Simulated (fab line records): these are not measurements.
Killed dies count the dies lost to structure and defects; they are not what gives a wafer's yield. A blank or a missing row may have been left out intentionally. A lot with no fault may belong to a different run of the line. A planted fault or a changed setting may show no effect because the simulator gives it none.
A lot that was struck, set against a sound lot + flow nand_harc + 36 out of 1302 route steps
Sound: these wafers, L699.1, L699.3, L699.6. Struck: wafers L696.2, L696.4 (left out: L696.1, a lot-mate that was not struck); the cause follows at the end.
Order at every step that has rows: each side's tool, ch and its chambers, its first start. Under that, the readings that differ: sound wafers + struck wafers + difference of the means + sigmas: that difference in standard deviations of wafers without a fault.
alike: same words and numbers on both sides, and readings whose means sit less than 2 such deviations apart. not compared: any withheld reading, any reading some wafer has no value for, any bound like >300 that may hide the same value, and any number with overlapping values for which the record gives no deviation.
Wherever a step has rows on one side only, a row that says differs or no value, or a row with sigmas, the two part there. Non-overlapping numbers with no deviation appear without sigmas and do not part them. Lack of a reading on every wafer of one side parts them only where that side has two or more wafers.

first, 1 step without rows for these wafers: NHARC_A_WL_FILL_ALD_10 (deposits SiO2, target thk 50 nm, pulse time 10 s, ald cycles 500).
NHARC_A_WL_FILL_ETCHBACK_16: etches the open film in C4F8/O2/Ar, target depth 120 nm, time 24 s.
  sound: rie_diel-12 ch 0,3; struck: rie_diel-02 ch 1,2
  alike: chamber_pressure_mTorr, oes_product_au, rf_fwd_power_W, rf_vpp_V
  not compared: rf_hours_counter_h
NHARC_A_WL_FILL_STRIP_29: strips in O2, time 20 s.
  sound on rie_diel-12 ch 1,3, day 29 02:11; struck on rie_diel-02 ch 1,2, day 27 00:07
  alike: chamber_pressure_mTorr, drypump_motor_current_A, o2_flow_sccm, oes_product_au, rf_vpp_V, showerhead_plenum_p_Torr, throttle_valve_pct
  not compared: rf_hours_counter_h
NHARC_A_WL_FILL_ETCHBACK_17: etches the open film in Cl2/BCl3, target depth 4 nm, time 26.7 s.
  sound on rie_metal-03 ch 0,1, day 29 02:18; struck on rie_metal-01 ch 0, day 27 00:12
| reading                     | sound       | struck  | difference | sigmas |
|-----------------------------|-------------|---------|------------|--------|
| drypump_motor_current_A (A) | 5.5 5.2 5.2 | 6.1 6.1 | +0.8       | +2     |
  alike: chamber_pressure_mTorr, oes_product_au
  not compared: rf_hours_counter_h
then, 3 steps without rows for these wafers: NHARC_A_WL_FILL_PRECLEAN_18 (cleans in dHF, time 30 s); NHARC_A_WL_FILL_SRD_21; NHARC_A_WL_FILL_CVD_23 (deposits poly-Si, target thk 40 nm, time 800 s).
NHARC_A_WL_FILL_ETCHBACK_26: etches the open film in HBr, target depth 52 nm, time 13.3 s.
  sound on rie_si-01 ch 1,3, day 29 07:23; struck on rie_si-01 ch 2,3, day 27 05:20
  alike: chamber_pressure_mTorr, drypump_motor_current_A, oes_product_au, rf_fwd_power_W, throttle_valve_pct
  not compared: rf_hours_counter_h
then, 3 steps without rows for these wafers: NHARC_A_WL_FILL_PRECLEAN_30 (cleans in dHF, time 10 s); NHARC_A_WL_FILL_SRD_14; NHARC_A_WL_FILL_ALD_19 (deposits TiN, target thk 2 nm, pulse time 3 s, ald cycles 100).
NHARC_A_WL_FILL_CVD_20: deposits W, target thk 100 nm, time 74 s.
  sound on cvd_w-01 ch 0,1, day 29 07:53; struck on cvd_w-02 ch 1, day 27 05:49
  alike: heater_power_w, throttle_valve_pct
  not compared: since_wet_clean_h
then, 15 steps without rows for these wafers: NHARC_A_WL_FILL_CMP_12 (polishes, t overpolish 30 s, target thk 100 nm); NHARC_A_WL_FILL_SRD_31; NHARC_A_CONTACT_DEP_24 (deposits SiO2, target thk 500 nm); NHARC_A_CONTACT_DEP_28 (deposits aC, target thk 7000 nm); NHARC_A_CONTACT_DEP_29 (deposits SiON, target thk 100 nm); NHARC_A_CONTACT_DEHYDRATE_32 (time 120 s); NHARC_A_CONTACT_HMDS_33 (time 30 s); NHARC_A_CONTACT_COAT_34 (time 75 s); NHARC_A_CONTACT_COAT_35 (time 65 s); NHARC_A_CONTACT_COAT_36 (resist thk 90 nm); NHARC_A_CONTACT_SOFTBAKE_37 (time 55 s); NHARC_A_CONTACT_EBR_38; NHARC_A_CONTACT_EXPOSE_39 (exposes mask A CC 3); NHARC_A_CONTACT_PEB_40 (peb time 65 s); NHARC_A_CONTACT_DEVELOP_41 (develop time 35 s).
NHARC_A_CONTACT_CD_MEAS_42 targets a cd of 300 nm.
  sound on cd_sem-01 ch 0, day 29 14:08; struck on cd_sem-03 ch 0, day 27 12:10
  alike: cd_nm
NHARC_A_CONTACT_OVL_MEAS_43:
  struck on overlay-02, day 27 12:15; sound on overlay-01, day 29 14:13
  alike: overlay_x_nm, overlay_y_nm
then, 1 step without rows for these wafers: NHARC_A_CONTACT_DESCUM_47 (chemistry O2, time 3 s).
NHARC_A_CONTACT_ETCH_48: etches the open film in CF4, target depth 39 nm, time 65 s.
  sound on rie_diel-04 ch 0,1, day 29 14:25; struck on rie_diel-05 ch 0,1, day 27 12:26
| reading                         | sound          | struck    | difference | sigmas |
|---------------------------------|----------------|-----------|------------|--------|
| showerhead_plenum_p_Torr (Torr) | 1.64 1.71 1.71 | 1.89 1.87 | +0.19      | +2     |
  alike: chamber_pressure_mTorr, drypump_motor_current_A, oes_product_au, rf_fwd_power_W, rf_vpp_V, throttle_valve_pct
  not compared: rf_hours_counter_h
then, 4 steps without rows for these wafers: NHARC_A_CONTACT_ETCH_49 (etches the open film in N2/H2, target depth 260 nm, time 475.3 s); NHARC_A_CONTACT_ETCH_50 (etches the open film in CF4/CHF3, target depth 121 nm, time 60.5 s); NHARC_A_CONTACT_ETCH_51 (etches the open film in O2/COS, target depth 7000 nm, time 1820 s); NHARC_A_CONTACT_ETCH_111 (etches the open film in C4F8/O2/Ar, time 140 s, target depth 700 nm).
-- break in the record here, with 3 days between the starts of the struck wafers on either side (left off in module A_CONTACT, picked up again in module END, where the first step shown is number 1302 on the route) --
NHARC_END_SORT_01:
  here the record holds rows for the struck wafers (prober-01 ch 0, day 30 19:32) but none for the sound ones

WHERE THEY PART
At NHARC_A_WL_FILL_ETCHBACK_17 first; at NHARC_END_SORT_01 last (within this record only).

WHY: what the simulator had put in
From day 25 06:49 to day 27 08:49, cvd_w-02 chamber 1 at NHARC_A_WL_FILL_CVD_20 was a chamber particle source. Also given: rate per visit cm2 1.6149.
